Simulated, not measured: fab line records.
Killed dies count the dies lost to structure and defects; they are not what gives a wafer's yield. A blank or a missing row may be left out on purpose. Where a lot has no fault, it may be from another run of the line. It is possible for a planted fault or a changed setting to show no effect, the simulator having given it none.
Matching of chambers | flow nand-harc | NHARC_P_M1_STRIP_18 on rie-diel-08: 4 sister chambers
The step strips in N2/H2. 4 wafers are shown with their chamber, then 11 later ones without.

## WAFERS PAIRED WITH THEIR CHAMBERS
wafer  | chamber | drypump-motor-current-A (A)
L083.5 | 0       | 5.8
L093.5 | 3       | 6.4
L093.6 | 2       | 6.2
L094.2 | 1       | 5.3

## WAFERS WITHOUT THEIR CHAMBER
wafer  | drypump-motor-current-A (A)
L094.3 | 6.4
L094.4 | 6.4
L095.3 | 6.4
L095.4 | 6.2
L095.6 | 5.8
L096.3 | 5.4
L096.4 | 6.2
L096.5 | 5.8
L097.3 | 5.8
L097.5 | 6.2
L097.6 | 6.4

## WHICH CHAMBER EACH WENT THROUGH
wafer  | from the rows above | in truth
L094.3 | 3                   | 3
L094.4 | 3                   | 3
L095.3 | 3                   | 3
L095.4 | 2                   | 2
L095.6 | 0                   | 0
L096.3 | 1                   | 1
L096.4 | 2                   | 2
L096.5 | 0                   | 0
L097.3 | 0                   | 0
L097.5 | 2                   | 2
L097.6 | 3                   | 3
Correctly placed: 11 of 11. Can't be placed from these rows: 0. Placed wrongly: 0.
How it was worked out, from the rows above alone: a wafer's distance from a chamber is the root of the sum, over the readings, of the square of ((its reading less the chamber's mean) divided by the reading's scatter). The wafer belongs to the nearest chamber; if the next one is less than 2 further off, it can't be placed. For every chamber, the mean is computed from those of its wafers that are shown. The scatter: with one shown wafer a chamber, the root of the mean of the squares of how far each hidden wafer lies from its nearest shown one.
